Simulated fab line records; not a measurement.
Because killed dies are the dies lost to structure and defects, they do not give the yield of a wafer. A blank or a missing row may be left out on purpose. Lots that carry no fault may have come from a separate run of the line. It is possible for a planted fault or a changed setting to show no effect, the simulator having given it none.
Comparing a struck lot with a sound one -- flow nandHarc -- 22 steps out of a route of 1302
Sound: wafers L715.2, L715.3, L715.5. The struck wafers were L728.1, L728.3, L728.5. Last of all comes the cause.
Per side, at each step with rows, come the tool, then ch with its chambers, and then its first start. Under that, the readings that differ: sound wafers -- struck wafers -- difference of the means -- sigmas: that difference in standard deviations of wafers without a fault.
alike: readings whose means differ by less than 2 such deviations, and words and numbers that are the same on both sides. not compared: withheld readings, readings that some wafer has no value for, bounds like >300 that may hide the same value, and numbers for which the record gives no deviation and whose values overlap.
A row with sigmas, a row that says differs or no value, or rows on one side alone: a step with any of these is where the two part. Numbers that don't overlap but have no deviation are shown without sigmas and don't part them. A reading missing from all wafers of one side parts the sides only when that side holds two or more wafers.

first, 5 steps without rows for these wafers: NHARC_P_GATE_STRIP_15 (strips in SPM, time 780 s); NHARC_P_GATE_PRECLEAN_71 (cleans in SC1); NHARC_P_GATE_SRD_72; NHARC_P_GATE_OXIDE_16 (material SiO2, target thk 3 nm, ox time 392 s); NHARC_P_GATE_CVD_17 (deposits poly-Si, target thk 150 nm, time 900 s).
NHARC_P_GATE_HM_DEP_102: deposits aC, target thk 120 nm.
  sound on aclDep-03 ch 0, day 6 23:49; struck on aclDep-01 ch 0, day 12 08:53
  alike: throttleValvePct
NHARC_P_GATE_DEP_103: deposits SiON, target thk 30 nm.
  sound on pecvd-04 ch 1,2, day 7 00:22; struck on pecvd-02 ch 0,1, day 12 09:32
  alike: heaterPowerW
then, 5 steps without rows for these wafers: NHARC_P_GATE_DEHYDRATE_18 (time 120 s); NHARC_P_GATE_HMDS_19 (time 30 s); NHARC_P_GATE_COAT_20 (resist thk 90 nm); NHARC_P_GATE_SOFTBAKE_21 (time 55 s); NHARC_P_GATE_EBR_22.
NHARC_P_GATE_EXPOSE_23: exposes mask P GATE, target cd 120 nm.
  sound on arfiScanner-02 ch 0, day 7 00:55; struck on arfiScanner-01 ch 0, day 12 09:57
reading,sound,struck,difference,sigmas
exposureDoseMJCm2,93.86 93.92 93.90,95.92 95.89 96.04,+2.06,+21
  alike: mask
then, 2 steps without rows for these wafers: NHARC_P_GATE_PEB_24 (peb time 65 s); NHARC_P_GATE_DEVELOP_25 (develop time 35 s).
NHARC_P_GATE_CD_MEAS_26: the cd target is 120 nm.
  sound on cdSem-02 ch 0, day 7 01:03; struck on cdSem-02 ch 0, day 12 10:05
  alike: cdNm
NHARC_P_GATE_OVL_MEAS_27:
  sound on overlay-01, day 7 01:08; struck on overlay-02, day 12 10:11
reading,sound,struck,difference,sigmas
overlayXNm (nm),-0.4 -0.8 -0.1,2.4 2.2 2.8,+2.9,+3
  alike: overlayYNm
NHARC_P_GATE_INSPECT_28:
  sound on defectInspect-02, day 7 01:11; struck on defectInspect-02, day 12 10:13
  alike: rawDefectCount
NHARC_P_GATE_DESCUM_31: chemistry O2, time 3 s.
  sound on rieDiel-10 ch 0,1,2, day 7 01:15; struck on rieDiel-11 ch 0,1,2, day 12 10:17
  alike: drypumpMotorCurrentA, oesProductAu, rfVppV, showerheadPlenumPTorr, throttleValvePct
  not compared: rfHoursCounterH, model.P_GATE.cdNm
NHARC_P_GATE_ETCH_104: etches the open film in CF4/CHF3, target depth 60 nm.
  sound on rieDiel-10 ch 0,3, day 7 01:19; struck on rieDiel-11 ch 0,1,3, day 12 10:22
reading,sound,struck,difference,sigmas
oesProductAu (a.u.),0.941 0.933 0.938,0.971 0.979 0.989,+0.042,+2
showerheadPlenumPTorr (Torr),1.67 1.62 1.67,1.57 1.49 1.51,-0.13,-2
  alike: drypumpMotorCurrentA, rfVppV, throttleValvePct
  not compared: model.P_GATE.cdNm
NHARC_P_GATE_HM_OPEN_105: chemistry O2/COS, target depth 360 nm.
  sound on rieDiel-10 ch 0,2,3; struck on rieDiel-11 ch 0,1,3
reading,sound,struck,difference,sigmas
throttleValvePct (%),28.339 28.349 28.353,28.324 28.342 28.307,-0.023,-2
  alike: drypumpMotorCurrentA, oesProductAu, rfVppV, showerheadPlenumPTorr
  not compared: rfHoursCounterH
-- record jumps: 19 days between struck wafers' starts before vs after; left off in module P_GATE, resumes in module END, first step shown is number 1302 of the route --
NHARC_END_SORT_01:
  sound on prober-02 ch 0, day 26 11:16; struck on prober-02 ch 0, day 31 09:43
reading,sound,struck,difference,sigmas
killedOpen,0 1 1,6 3 3,+3,+2
  alike: killedAtArray, killedAtOther, killedAtPeriphery, killedDies, killedShort

== WHERE THEY PART ==
Last at NHARC_END_SORT_01 as far as this record goes, first at NHARC_P_GATE_EXPOSE_23.

WHY: the cause the simulator had injected
Drift in process parameters on arfiScanner-01 at NHARC_P_GATE_EXPOSE_23, starting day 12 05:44. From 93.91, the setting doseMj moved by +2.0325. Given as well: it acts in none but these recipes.
